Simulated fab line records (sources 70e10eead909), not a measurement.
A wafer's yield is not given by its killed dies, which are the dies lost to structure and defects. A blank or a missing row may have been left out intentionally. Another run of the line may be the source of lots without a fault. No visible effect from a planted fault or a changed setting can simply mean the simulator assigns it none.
Which of the tools did it? | flow nand harc | Sampling: 12 lots, 36 wafers, 5 of 1302 route steps

== WHAT THE GAUGES SHOWED, per wafer ==
NHARC_A_CHANNEL_HOLE_D1_CD_MEAS_18.
lot  | measured     | on        | cd nm (nm)
L987 | day 8 08:23  | cd sem-03 | 99.8 100.4 97.7
L996 | day 12 06:27 | cd sem-01 | 100.2 99.9 98.8
L997 | day 12 21:56 | cd sem-03 | 100.0 100.7 99.2
L998 | day 12 23:58 | cd sem-02 | 101.9 100.6 96.2
L999 | day 13 10:00 | cd sem-01 | 97.9 100.7 101.6
L101 | day 14 18:26 | cd sem-03 | 98.9 99.0 100.2
L103 | day 15 01:54 | cd sem-03 | 97.5 98.6 96.8
L104 | day 15 14:05 | cd sem-03 | 98.8 99.8 100.3
L105 | day 15 20:49 | cd sem-02 | 99.1 98.5 99.8
L107 | day 16 23:25 | cd sem-01 | 98.0 99.1 98.9
L108 | day 17 08:11 | cd sem-03 | 99.8 100.0 99.4
L110 | day 18 01:28 | cd sem-02 | 99.3 97.7 100.2

NHARC_END_SORT_01.
lot  | measured     | on        | killed at array | killed at other | killed at periphery | killed dies | killed open | killed short
L996 | day 28 00:50 | prober-02 | 53 124 50       | 1 0 0           | 4 3 1               | 58 127 51   | 1 4 1       | 3 4 3
L997 | day 28 07:16 | prober-02 | 52 94 42        | 2 5 0           | 1 6 2               | 55 105 44   | 6 5 4       | 2 2 2
L998 | day 28 07:12 | prober-01 | 67 40 100       | 0 0 0           | 1 1 3               | 68 41 103   | 2 1 4       | 3 3 4

== EACH LOT AND THE TOOL THAT RAN IT (in order: tool; ch and the chambers of the sampled wafers; start) ==
lot  | NHARC_A_CHANNEL_HOLE_D1_ETCH_38    | NHARC_A_CHANNEL_HOLE_D1_ETCH_21  | NHARC_A_CHANNEL_HOLE_D1_ETCH_33
L987 | rie diel-08 ch 0,1,3, day 8 07:21  | har etch-01 ch 0,1, day 8 08:53  | har etch-01 ch 0,1, day 8 12:26
L996 | rie diel-08 ch 1,3, day 12 05:26   | har etch-01 ch 0,1, day 12 07:05 | har etch-01 ch 0,1, day 12 10:33
L997 | rie diel-08 ch 0,2,3, day 12 20:55 | har etch-01 ch 0,1, day 12 22:30 | har etch-01 ch 0,1, day 13 02:00
L998 | rie diel-08 ch 0,1,2, day 12 22:56 | har etch-02 ch 0,1, day 13 00:32 | har etch-02 ch 0,1, day 13 04:02
L999 | rie diel-01 ch 1,2, day 13 06:10   | har etch-02 ch 0,1, day 13 10:29 | har etch-02 ch 0,1, day 13 14:03
L101 | rie diel-09 ch 0,1,3, day 14 17:26 | har etch-01 ch 0,1, day 14 19:01 | har etch-01 ch 0,1, day 14 22:31
L103 | rie diel-09 ch 0,2, day 15 00:43   | har etch-02 ch 0,1, day 15 04:00 | har etch-02 ch 0,1, day 15 07:34
L104 | rie diel-01 ch 2,3, day 15 12:52   | har etch-02 ch 0,1, day 15 14:35 | har etch-02 ch 0,1, day 15 18:09
L105 | rie diel-08 ch 0,1,3, day 15 19:47 | har etch-01 ch 0,1, day 15 21:23 | har etch-01 ch 0,1, day 16 00:55
L107 | rie diel-08 ch 0,1,2, day 16 22:25 | har etch-01 ch 0,1, day 17 06:06 | har etch-01 ch 0,1, day 17 09:38
L108 | rie diel-08 ch 1,3, day 17 07:10   | har etch-01 ch 0,1, day 17 14:04 | har etch-01 ch 0,1, day 17 17:39
L110 | rie diel-08 ch 0,2,3, day 18 00:08 | har etch-02 ch 0, day 18 01:57   | har etch-02 ch 0, day 18 05:31
- NHARC_A_CHANNEL_HOLE_D1_ETCH_38: etches the open film in CF4, target depth 39 nm, time 65 s.
- NHARC_A_CHANNEL_HOLE_D1_ETCH_21: etches the open film in C4F8/O2/Ar, time 514.3 s, target depth 1600 nm.
- NHARC_A_CHANNEL_HOLE_D1_ETCH_33: etches the open film in C4F8/O2/Ar, time 90 s, target depth 400 nm.

== AS READ BY THE TOOLS THEMSELVES (means over the sampled wafers that have a number; for cases with no such wafer, the mark the record gives instead) ==
NHARC_A_CHANNEL_HOLE_D1_ETCH_38.
lot  | tool        | drypump motor current A (A) | oes product au (a.u.) | rf vpp V (V) | run length s (s) | showerhead plenum p Torr (Torr) | throttle valve pct (%)
L987 | rie diel-08 | 5.5                         | 1.002                 | 151.0        | 86.2             | 1.76                            | 13.290
L996 | rie diel-08 | 5.6                         | 1.008                 | 150.1        | 80.3             | 1.72                            | 13.281
L997 | rie diel-08 | 5.5                         | 0.999                 | 150.9        | 80.7             | 1.78                            | 13.284
L998 | rie diel-08 | 5.6                         | 1.004                 | 151.6        | 80.8             | 1.76                            | 13.287
L999 | rie diel-01 | 5.4                         | 1.001                 | 150.8        | 86.2             | 1.77                            | 13.275
L101 | rie diel-09 | 5.3                         | 1.004                 | 151.6        | 86.2             | 1.81                            | 13.278
L103 | rie diel-09 | 5.5                         | 1.006                 | 150.2        | 85.5             | 1.73                            | 13.291
L104 | rie diel-01 | 5.9                         | 0.998                 | 151.6        | 86.8             | 1.77                            | 13.282
L105 | rie diel-08 | 5.5                         | 1.004                 | 151.2        | 86.1             | 1.76                            | 13.275
L107 | rie diel-08 | 5.6                         | 0.994                 | 151.4        | 86.4             | 1.75                            | 13.282
L108 | rie diel-08 | 5.8                         | 1.002                 | 150.2        | 86.2             | 1.70                            | 13.288
L110 | rie diel-08 | 5.5                         | 0.991                 | 151.6        | 86.4             | 1.77                            | 13.289

NHARC_A_CHANNEL_HOLE_D1_ETCH_21.
lot  | tool        | drypump motor current A (A) | he backside leak sccm (sccm) | showerhead plenum p Torr (Torr) | throttle valve pct (%)
L987 | har etch-01 | 6.1                         | 6.2                          | 3.83                            | 32.145
L996 | har etch-01 | 6.1                         | 6.4                          | 3.80                            | 32.157
L997 | har etch-01 | 5.7                         | 5.9                          | 3.72                            | 32.153
L998 | har etch-02 | 6.0                         | 6.6                          | 3.65                            | 32.154
L999 | har etch-02 | 6.2                         | 6.1                          | 3.69                            | 32.151
L101 | har etch-01 | 5.7                         | 5.8                          | 3.71                            | 32.161
L103 | har etch-02 | 6.1                         | 6.4                          | 3.63                            | 32.171
L104 | har etch-02 | 6.0                         | 6.7                          | 3.62                            | 32.159
L105 | har etch-01 | 6.1                         | 6.3                          | 3.77                            | 32.162
L107 | har etch-01 | 5.7                         | 6.4                          | 3.69                            | 32.158
L108 | har etch-01 | 5.7                         | 6.2                          | 3.69                            | 32.152
L110 | har etch-02 | 5.8                         | 5.3                          | 3.93                            | 32.159

NHARC_A_CHANNEL_HOLE_D1_ETCH_33.
lot  | tool        | drypump motor current A (A) | he backside leak sccm (sccm) | run length s (s) | showerhead plenum p Torr (Torr) | throttle valve pct (%)
L987 | har etch-01 | 6.1                         | 6.0                          | 121.99           | 3.87                            | 27.621
L996 | har etch-01 | 6.1                         | 6.1                          | 121.88           | 3.84                            | 27.617
L997 | har etch-01 | 5.7                         | 5.9                          | 121.82           | 3.77                            | 27.616
L998 | har etch-02 | 6.0                         | 6.3                          | 121.77           | 3.68                            | 27.625
L999 | har etch-02 | 6.2                         | 6.8                          | 121.56           | 3.73                            | 27.617
L101 | har etch-01 | 5.7                         | 6.0                          | 121.60           | 3.75                            | 27.627
L103 | har etch-02 | 6.0                         | 6.6                          | 121.70           | 3.66                            | 27.617
L104 | har etch-02 | 6.0                         | 6.5                          | 121.89           | 3.66                            | 27.614
L105 | har etch-01 | 6.1                         | 6.4                          | 122.04           | 3.81                            | 27.622
L107 | har etch-01 | 5.7                         | 6.4                          | 121.79           | 3.73                            | 27.627
L108 | har etch-01 | 5.7                         | 8.0                          | 122.00           | 3.72                            | 27.627
L110 | har etch-02 | 5.8                         | 5.0                          | 121.93           | 3.97                            | 27.626

== THE ANSWER, worked out from the rows above alone ==
Rule: the lots themselves supply what counts as usual. The widest of any qualifying gaps counts: lots, ordered by their means at a reading, are off when they make up no more than a third of the lots, leave a main group of 4 or more, and stand apart from it by 3 or more times the standard deviation of that group's means. Not used: any main group whose means are identical at the precision the tables above print for the reading. A lot without any number at a reading at which 4 lots or more have one is off too. All remaining lots with rows at the step are treated as sound. The gauges are gone through in route order, then the tools' own readings, and for those a lot's mean is taken as printed above. At the first step where some lot is off, the reading lying furthest off is the one used; lots without a number count as furthest.
Off: L996, L997, L998 (NHARC_A_CHANNEL_HOLE_D1_ETCH_38, run length s). The main group: mean 86.2 s, standard deviation 0.32.
If a tool, at that step or one of the process steps before it, ran each lot that is off and ran no sound lot following the first of them, it fits. No candidate that was tried fits.

== WHAT WAS PUT IN BY THE SIMULATOR ==
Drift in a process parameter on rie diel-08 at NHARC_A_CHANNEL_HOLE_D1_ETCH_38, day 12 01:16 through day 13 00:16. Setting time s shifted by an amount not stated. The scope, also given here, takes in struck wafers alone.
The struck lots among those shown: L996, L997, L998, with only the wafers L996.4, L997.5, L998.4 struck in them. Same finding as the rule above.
